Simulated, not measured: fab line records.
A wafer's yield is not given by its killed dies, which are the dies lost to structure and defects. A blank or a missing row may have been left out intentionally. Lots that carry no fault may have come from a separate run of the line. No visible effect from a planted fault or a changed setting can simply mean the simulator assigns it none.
Code-filled problem report in 8D (eight disciplines) form + flow n5_finfet + the parts of the form that need people (team, actions taken, sign-off) are left out

1. WHAT IS WRONG
bias_w at N5_GATE_CUT_ETCH_56 reads a mean of 48.87 W on 9 wafers of 3 lots; wafers without a fault read 59.96 W with a standard deviation of 0.18. Relative to the usual mean, that is a shift of -62 standard deviations.
The step: etches TiN in Cl2/Ar, target depth 21.6 nm.
Earliest sighting: wafer L230.2 on rie_metal-01 at day 7 22:37. The record has a number at this step for 27 wafers belonging to 9 lots. Rule for "out" (also "out of limits"): further than 4 standard deviations from the usual mean. Any other wafer with a number is counted as sound.

2. WHAT IT IS; WHAT IT IS NOT
| question                    | is                     | is not                                                                              |
|-----------------------------|------------------------|-------------------------------------------------------------------------------------|
| which readings at this step | bias_w                 | chamber_pressure_mTorr, drypump_motor_current_A, oes_product_au, throttle_valve_pct |
| which lots                  | L230, L233, L234       | L225, L227, L229, L232, L236, L240                                                  |
| which wafers of those lots  | all that have a number | -                                                                                   |
| read on which tools         | rie_metal-01           | rie_metal-02, rie_metal-03                                                          |
| when                        | from day 7 22:37       | up to then (12 sound wafers); but 6 sound wafers of L236, L240 came after           |

3. THE SUSPECTS, EACH WITH WHAT RULES IT OUT
Counting: a tool stays on the suspect list if, at a process step up to the reading, it processed all lots that are out and no sound lot following the first of them.
- rie_metal-01 at N5_GATE_CUT_ETCH_56 (etches TiN in Cl2/Ar, target depth 21.6 nm): kept. It ran every lot that is out, first L230 (day 7 22:37), and no sound lot after that; its last sound lot up to then is L229 (day 7 04:46). On those wafers its own readings are out: bias_w.
After counting, what remains is rie_metal-01 at N5_GATE_CUT_ETCH_56.

4. THE CAUSE (what the simulator had put in)
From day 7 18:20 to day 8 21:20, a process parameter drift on rie_metal-01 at N5_GATE_CUT_ETCH_56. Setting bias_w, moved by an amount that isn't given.
This tool alone remained once counting was done.

5. SEQUENCE OF EFFECTS, ordered by route
Rows list readings where the struck wafers' mean (over those with a number) sits beyond 3 standard deviations from the usual. Only readings whose record carries a usual standard deviation are examined. hours: median over the lots of the time between each lot's start at the first step of this table that gives one and its start at this step. sigmas: the change, counted in usual standard deviations.
| hours | step                | reading | usual   | on struck wafers | change | sigmas |
|-------|---------------------|---------|---------|------------------|--------|--------|
| 0     | N5_GATE_CUT_ETCH_56 | bias_w  | 59.96 W | 48.87            | -11.09 | -62    |
Here are the process steps it includes:
- N5_GATE_CUT_ETCH_56: etches TiN in Cl2/Ar, target depth 21.6 nm.
Later steps that measure or inspect, where all struck wafers having a row at the step show a number for every such reading and not one has moved that far: N5_BEOL_M4_RC_MEAS_101.

6. HOW IT WOULD HAVE BEEN CAUGHT EARLIER
In this record no reading fell out of limits until day 7 22:37, 4 hours after the fault had begun at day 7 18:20.
